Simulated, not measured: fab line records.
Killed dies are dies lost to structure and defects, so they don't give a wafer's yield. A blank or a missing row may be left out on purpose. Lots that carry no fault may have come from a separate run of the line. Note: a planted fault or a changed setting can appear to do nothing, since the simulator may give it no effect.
Comparing a struck lot with a sound one	flow n5Finfet	14 out of 1938 route steps
Sound: these wafers, L148.1, L148.2, L148.4. Struck: wafer L159.6; the same lot's L159.2 was not struck, so it is left out; see the end for the cause.
Each step with rows lists, per side, the tool, then ch with its chambers, then its first start. Under that, the readings that differ: sound wafers	struck wafers	difference of the means	sigmas: that difference in standard deviations of wafers without a fault.
alike: a reading whose means differ by less than 2 such deviations, as well as words and numbers matching on both sides. not compared: withheld readings; readings where some wafer has no value; bounds like >300 that might hide an equal value; numbers whose values overlap and for which the record gives no deviation.
The two part at a step that has a row with sigmas, a row that says differs or no value, or rows on one side only. Numbers that have no deviation but don't overlap get no sigmas and don't part them. Lack of a reading on every wafer of one side parts them only where that side has two or more wafers.

first, 1 step without rows for these wafers: N5_BEOL_M10_DEVELOP_27 (develop time 30 s).
N5_BEOL_M10_CD_MEAS_28 targets a cd of 70 nm.
  sound on cdSem-03 ch 0, day 11 09:33; struck on cdSem-01 ch 0, day 14 22:35
reading	sound	struck	difference	sigmas
cdNm (nm)	69.5 69.8 70.9	67.8	-2.3	-3
N5_BEOL_M10_OVL_MEAS_29:
  sound on overlay-01 ch 0, day 11 09:35; struck on overlay-01 ch 0, day 14 22:37
reading	sound	struck	difference	sigmas
V9_OVL (nm)	0.9 1.4 1.0	-0.6	-1.7	-2
N5_BEOL_M10_INSPECT_30: inspects for defects (brightfield).
  sound on defectInspect-02, day 11 09:36; struck on defectInspect-02, day 14 22:38
  alike: rawDefectCount
N5_BEOL_M10_DESCUM_33: chemistry O2, time 7.9 s.
  sound on rieDiel-04 ch 0,1,2, day 11 09:49; struck on rieDiel-04 ch 3, day 14 23:09
  alike: drypumpMotorCurrentA, oesProductAu, rfVppV, showerheadPlenumPTorr, throttleValvePct
  not compared: rfHoursCounterH
N5_BEOL_M10_ETCH_65: etches SiARC in CF4, target depth 39 nm, time 65 s.
  sound on rieDiel-04 ch 0,1,2, day 11 09:52; struck on rieDiel-04 ch 3, day 14 23:11
  alike: drypumpMotorCurrentA, etchRfOnTimeS, oesProductAu, rfVppV, showerheadPlenumPTorr, throttleValvePct
  not compared: rfHoursCounterH
N5_BEOL_M10_ETCH_66: etches SOC in N2/H2, target depth 120 nm, overetch 24 nm, time 180 s.
  sound on rieDiel-04 ch 0,1,2, day 11 09:55; struck on rieDiel-04 ch 3, day 14 23:14
  alike: drypumpMotorCurrentA, h2FlowSccm, oesProductAu, rfVppV, showerheadPlenumPTorr, throttleValvePct
  not compared: rfHoursCounterH
then, 1 step without rows for these wafers: N5_BEOL_M10_STRIP_69 (strips in N2/H2).
N5_BEOL_M10_VIA_ETCH_34: etches SiCOH lowk in C4F6/O2, target depth 184.5 nm, time 69.2 s.
  sound on rieDiel-04 ch 0,1,2, day 11 10:02; struck on rieDiel-04 ch 3, day 14 23:21
reading	sound	struck	difference	sigmas
rfVppV (V)	683 674 668	647	-28	-2
  alike: O2_flow_sccm, drypumpMotorCurrentA, oes_o_777_au, oesProductAu, showerheadPlenumPTorr, throttleValvePct
  not compared: rfHoursCounterH
then, 1 step without rows for these wafers: N5_BEOL_M10_STRIP_73 (strips in C4F6/O2).
N5_BEOL_M10_STRIP_36: strips in N2/H2.
  sound on rieDiel-04 ch 0,1,2, day 11 10:05; struck on rieDiel-04 ch 3, day 14 23:25
reading	sound	struck	difference	sigmas
h2FlowSccm (sccm)	200.9 200.2 199.1	198.6	-1.5	-2
  alike: drypumpMotorCurrentA, oesProductAu, rfVppV, showerheadPlenumPTorr, throttleValvePct
  not compared: rfHoursCounterH
then, 1 step without rows for these wafers: N5_BEOL_M10_TRENCH_ETCH_37 (etches SiCOH lowk in C4F6/O2, target depth 148.83 nm, time 48 s).
N5_BEOL_M10_ETCH_41: etches SiCN in CH3F/O2, target depth 42.6 nm, time 86 s.
  sound on rieDiel-04 ch 0,1,2, day 11 10:10; struck on rieDiel-04 ch 3, day 14 23:30
reading	sound	struck	difference	sigmas
oesProductAu (a.u.)	0.96 0.84 0.78	0.71	-0.15	-2
model.etch.depthNm (nm)	33.57 33.2 32.38	24.65	-8.40	
  alike: O2_flow_sccm, drypumpMotorCurrentA, rfVppV, showerheadPlenumPTorr, throttleValvePct
  not compared: rfHoursCounterH
then, 1 step without rows for these wafers: N5_BEOL_M10_STRIP_77 (strips in N2/H2, time 10 s).

== WHERE THEY PART ==
Last at N5_BEOL_M10_ETCH_41 as far as this record goes, first at N5_BEOL_M10_CD_MEAS_28.

WHY: whatever the simulator had introduced
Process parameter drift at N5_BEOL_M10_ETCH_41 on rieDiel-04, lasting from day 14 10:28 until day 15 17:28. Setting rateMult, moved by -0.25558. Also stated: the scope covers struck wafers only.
